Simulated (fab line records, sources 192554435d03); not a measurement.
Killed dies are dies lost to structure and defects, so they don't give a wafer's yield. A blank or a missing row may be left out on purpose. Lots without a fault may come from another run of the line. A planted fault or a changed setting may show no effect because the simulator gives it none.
One fault seen from 2 desks | flow n5_finfet | each desk has only its own numbers; what lay behind them comes last

THE METROLOGY DESK
What the gauges read, lot by lot, whatever tool the lot ran on: means of the sampled wafers that have a number. A lot is out of limits, marked OUT, if its mean lies more than 4 standard deviations from the usual mean; the brackets give that distance. Of its 10 readings 7 are shown: those that lie furthest out on some lot.
Columns: A = DIBL_N at N5_BEOL_M4_RC_MEAS_101, usual 36.3 mV/V; B = DIBL_P at N5_BEOL_M4_RC_MEAS_101, usual 36.3 mV/V; C = IOFF_P at N5_BEOL_M4_RC_MEAS_101, usual 0.210 nA/um; D = ION_N at N5_BEOL_M4_RC_MEAS_101, usual 675 uA/um; E = ION_P at N5_BEOL_M4_RC_MEAS_101, usual 462 uA/um; F = SS_N at N5_BEOL_M4_RC_MEAS_101, usual 71.5 mV/dec; G = VT_N at N5_BEOL_M4_RC_MEAS_101, usual 249.5 mV
lot  | first seen here | A    | B    | C     | D   | E   | F    | G
L176 | day 9 03:32     | 35.2 | 35.2 | 0.212 | 676 | 462 | 71.1 | 250.6
L178 | day 9 18:37     | 35.6 | 34.1 | 0.202 | 670 | 466 | 71.1 | 249.9
L179 | day 9 18:59     | 35.4 | 36.9 | 0.181 | 672 | 453 | 71.7 | 253.5
L180 | day 10 00:52    | 38.0 | 37.2 | 0.190 | 660 | 453 | 71.9 | 252.0
L183 | day 10 04:59    | 35.3 | 36.5 | 0.181 | 657 | 450 | 71.6 | 251.2
L182 | day 10 05:20    | 37.2 | 36.3 | 0.215 | 684 | 466 | 72.0 | 250.4
L189 | day 13 02:29    | 37.5 | 37.3 | 0.240 | 681 | 465 | 72.2 | 247.6
L192 | day 14 17:20    | 37.0 | 36.9 | 0.218 | 671 | 462 | 72.0 | 249.5
This desk's finding: nothing out of limits on any of the 8 lots.

THE TOOL OWNER'S DESK: euv_scanner-01
The tool's own readings at N5_BEOL_M4_EXPOSE_08 (exposes mask M4): means of the sampled wafers that have a number, for each lot that ran on this tool. A lot is out of limits, marked OUT, if its mean lies more than 4 standard deviations from the usual mean; the brackets give that distance.
Columns: A = stage_msd_nm at N5_BEOL_M4_EXPOSE_08, usual 0.849 nm
lot  | first seen here | A
L176 | day 8 17:38     | 0.892
L179 | day 9 04:11     | 0.884
L180 | day 9 14:46     | 0.873
L183 | day 9 22:10     | 0.864
L189 | day 11 18:23    | 0.843
This desk's finding: nothing out of limits on any of the 5 lots.

PUT TOGETHER
The metrology desk saw nothing out of limits.
The tool owner's desk saw nothing out of limits.

WHAT THE SIMULATOR HAD PUT IN
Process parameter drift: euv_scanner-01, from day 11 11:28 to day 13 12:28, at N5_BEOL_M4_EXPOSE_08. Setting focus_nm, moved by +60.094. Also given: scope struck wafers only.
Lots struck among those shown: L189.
